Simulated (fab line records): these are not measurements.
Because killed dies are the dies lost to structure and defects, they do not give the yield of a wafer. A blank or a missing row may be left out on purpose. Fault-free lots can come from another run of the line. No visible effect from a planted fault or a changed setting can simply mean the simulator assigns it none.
Which tool did it? | flow n5-finfet | 32 wafers from 11 lots sampled at 4 of the route's 1938 steps

## WHAT THE GAUGES SHOWED, per wafer
N5_BEOL_M10_THK_MEAS_01. Usual: M10_ILD_THK gives 268 nm (standard deviation 3.4).
lot  | measured     | on            | M10_ILD_THK (nm) | flag
L988 | day 10 03:21 | film-metro-01 | 268 268 269      |
L989 | day 11 13:34 | film-metro-02 | 265 269 267      |
L991 | day 11 22:44 | film-metro-01 | 268 273 271      |
L997 | day 12 11:06 | film-metro-01 | 265 267 269      |
L993 | day 12 19:03 | film-metro-01 | 259 264          |
L100 | day 14 06:49 | film-metro-02 | 265 266 269      |
L104 | day 14 12:35 | film-metro-01 | 271 275 273      |
L105 | day 15 10:25 | film-metro-01 | 263 269 267      |
L106 | day 15 12:10 | film-metro-01 | 260 267 269      |
L108 | day 15 22:38 | film-metro-02 | 268 270 271      |
L109 | day 15 22:22 | film-metro-02 | 266 270 272      |

## WHAT TOOL EACH LOT RAN ON (gives the tool, then ch and the chambers of the sampled wafers, and finally the start)
lot  | N5_BEOL_M9_ETCH_41                            | N5_BEOL_M9_ALD_74                   | N5_BEOL_M9_CMP_52
L988 | rie-diel-04 ch 0,1,2, day 9 23:37 or earlier  | ald-metal-02 ch 0,1,3, day 9 23:37  | cmp-01 ch 1,2, day 10 01:45
L989 | rie-diel-05 ch 0,1,2, day 11 11:09 or earlier | ald-metal-03 ch 0,2,3, day 11 11:09 | cmp-01 ch 0,3, day 11 12:28
L991 | rie-diel-04 ch 2,3, day 11 19:59 or earlier   | ald-metal-03 ch 0,1,3, day 11 19:59 | cmp-01 ch 0,3, day 11 21:13
L997 | rie-diel-05 ch 0,1,3, day 12 08:50 or earlier | ald-metal-02 ch 1,2,3, day 12 08:50 | cmp-01 ch 1,3, day 12 10:01
L993 | rie-diel-05 ch 2,3, day 12 16:47 or earlier   | ald-metal-02 ch 2,3, day 12 16:47   | cmp-01 ch 1,3, day 12 17:58
L100 | rie-diel-02 ch 2,3, day 14 03:08 or earlier   | ald-metal-02 ch 0,1,3, day 14 03:08 | cmp-03 ch 0,1,3, day 14 05:44
L104 | rie-diel-05 ch 0,2, day 14 08:55 or earlier   | ald-metal-02 ch 0,2,3, day 14 08:55 | cmp-03 ch 0,2, day 14 11:19
L105 | rie-diel-05 ch 1,2, day 15 08:18 or earlier   | ald-metal-02 ch 0,2,3, day 15 08:18 | cmp-02 ch 0,3, day 15 09:20
L106 | rie-diel-05 ch 0,1,2, day 15 08:53 or earlier | ald-metal-03 ch 1, day 15 08:53     | cmp-01 ch 0,2,3, day 15 11:10
L108 | rie-diel-02 ch 0,3, day 15 19:37 or earlier   | ald-metal-02 ch 0,1,2, day 15 19:37 | cmp-01 ch 0,3, day 15 21:06
L109 | rie-diel-05 ch 2,3, day 15 19:41 or earlier   | ald-metal-01 ch 1,2, day 15 19:41   | cmp-02 ch 1,2, day 15 21:16
- N5_BEOL_M9_ETCH_41: etches SiCN in CH3F/O2, target depth 36.6 nm, time 70.1 s.
- N5_BEOL_M9_ALD_74: deposits TaN, target thk 2 nm, pulse time 2 s, purge time 3 s.
- N5_BEOL_M9_CMP_52: polishes, stops on SiCOH lowk, t overpolish 7 s, target thk 140 nm.

## AS READ BY THE TOOLS THEMSELVES (means over the sampled wafers that have a number; for cases with no such wafer, the mark the record gives instead)
N5_BEOL_M9_ETCH_41. Usual: drypump-motor-current-A 5.7 A, standard deviation 0.53; oes-product-au 0.77 a.u., standard deviation 0.1; rf-vpp-V 297.2 V, standard deviation 1.5; showerhead-plenum-p-Torr 1.99 Torr, standard deviation 0.062; throttle-valve-pct 16.39 %, standard deviation 0.28.
lot  | tool        | drypump-motor-current-A (A) | oes-product-au (a.u.) | rf-vpp-V (V) | showerhead-plenum-p-Torr (Torr) | throttle-valve-pct (%) | flag
L988 | rie-diel-04 | 6.1                         | 0.74                  | 297.3        | 1.99                            | 16.48                  |
L989 | rie-diel-05 | 5.9                         | 0.77                  | 296.9        | 1.97                            | 16.34                  |
L991 | rie-diel-04 | 5.6                         | 0.81                  | 299.1        | 2.09                            | 16.39                  |
L997 | rie-diel-05 | 5.9                         | 0.68                  | 296.9        | 1.97                            | 16.66                  |
L993 | rie-diel-05 | 5.5                         | 0.79                  | 296.6        | 1.96                            | 16.39                  |
L100 | rie-diel-02 | 5.1                         | 0.71                  | 296.9        | 1.98                            | 16.50                  |
L104 | rie-diel-05 | 5.4                         | 0.74                  | 296.3        | 1.96                            | 16.34                  |
L105 | rie-diel-05 | 5.9                         | 0.79                  | 296.8        | 1.95                            | 16.19                  |
L106 | rie-diel-05 | 5.9                         | 0.84                  | 296.2        | 1.96                            | 16.23                  |
L108 | rie-diel-02 | 5.1                         | 0.78                  | 297.9        | 1.97                            | 16.56                  |
L109 | rie-diel-05 | 5.6                         | 0.73                  | 296.2        | 1.96                            | 16.59                  |

N5_BEOL_M9_ALD_74. Usual: heater-power-w 412 W, standard deviation 33; precursor-vessel-carrier-sccm 1000 sccm, standard deviation 3.1.
lot  | tool         | heater-power-w (W) | precursor-vessel-carrier-sccm (sccm) | flag
L988 | ald-metal-02 | 392                | 1002                                 |
L989 | ald-metal-03 | 432                | 1001                                 |
L991 | ald-metal-03 | 416                | 1002                                 |
L997 | ald-metal-02 | 415                | 998                                  |
L993 | ald-metal-02 | 415                | 996                                  |
L100 | ald-metal-02 | 389                | 1000                                 |
L104 | ald-metal-02 | 393                | 998                                  |
L105 | ald-metal-02 | 386                | 1000                                 |
L106 | ald-metal-03 | 408                | 996                                  |
L108 | ald-metal-02 | 377                | 999                                  |
L109 | ald-metal-01 | 412                | 1000                                 |

N5_BEOL_M9_CMP_52. Usual: barrier-field-endpoint-s 29.2 s, standard deviation 0.72; clearing-platen-down-force-psi 1.500 psi, standard deviation 0.0031; motor-current-A 5.8 A, standard deviation 0.94; overpolish-run-s 7.001 s, standard deviation 0.0086; time-to-endpoint-s 67.1 s, standard deviation 2.9.
lot  | tool   | barrier-field-endpoint-s (s) | clearing-platen-down-force-psi (psi) | motor-current-A (A) | overpolish-run-s (s) | time-to-endpoint-s (s) | flag
L988 | cmp-01 | 28.9                         | 1.500                                | 6.0                 | 6.999                | 66.0                   |
L989 | cmp-01 | 30.1                         | 1.497                                | 5.9                 | 6.999                | 67.9                   |
L991 | cmp-01 | 24.3                         | 1.499                                | 5.3                 | 7.000                | 52.9                   | OFF
L997 | cmp-01 | 20.4                         | 1.498                                | 6.0                 | 6.999                | 47.7                   | OFF
L993 | cmp-01 | 23.5                         | 1.502                                | 6.2                 | 7.003                | 55.9                   | OFF
L100 | cmp-03 | 29.8                         | 1.500                                | 6.2                 | 7.000                | 68.9                   |
L104 | cmp-03 | 29.3                         | 1.500                                | 4.4                 | 7.005                | 64.7                   |
L105 | cmp-02 | 28.3                         | 1.498                                | 5.6                 | 6.998                | 63.7                   |
L106 | cmp-01 | 30.2                         | 1.498                                | 5.6                 | 7.006                | 70.3                   |
L108 | cmp-01 | 29.8                         | 1.497                                | 5.3                 | 7.002                | 71.7                   |
L109 | cmp-02 | 28.6                         | 1.500                                | 6.7                 | 7.004                | 66.7                   |

## THE ANSWER, worked out from the rows above alone
Rule: lot off if the mean of its wafers having a number is beyond 3 standard deviations from the usual mean. A lot without any number at a reading at which 4 lots or more have one is off too. Any other lot the step has rows for is counted as sound. The gauges are gone through in route order, then the tools' own readings, and for those a lot's mean is taken as printed above. The first step at which some lot is off is used, and at that step the reading that is off furthest; a lot without a number counts as furthest.
Off: L991, L997, L993, at N5_BEOL_M9_CMP_52 (barrier-field-endpoint-s).
If a tool, at that step or one of the process steps before it, ran each lot that is off and ran no sound lot following the first of them, it fits. With no start given for some of its lots, N5_BEOL_M9_ETCH_41 uses the hours and lot order of N5_BEOL_M9_ALD_74. Not one of the candidates tried fits.

## WHAT WAS PUT IN BY THE SIMULATOR
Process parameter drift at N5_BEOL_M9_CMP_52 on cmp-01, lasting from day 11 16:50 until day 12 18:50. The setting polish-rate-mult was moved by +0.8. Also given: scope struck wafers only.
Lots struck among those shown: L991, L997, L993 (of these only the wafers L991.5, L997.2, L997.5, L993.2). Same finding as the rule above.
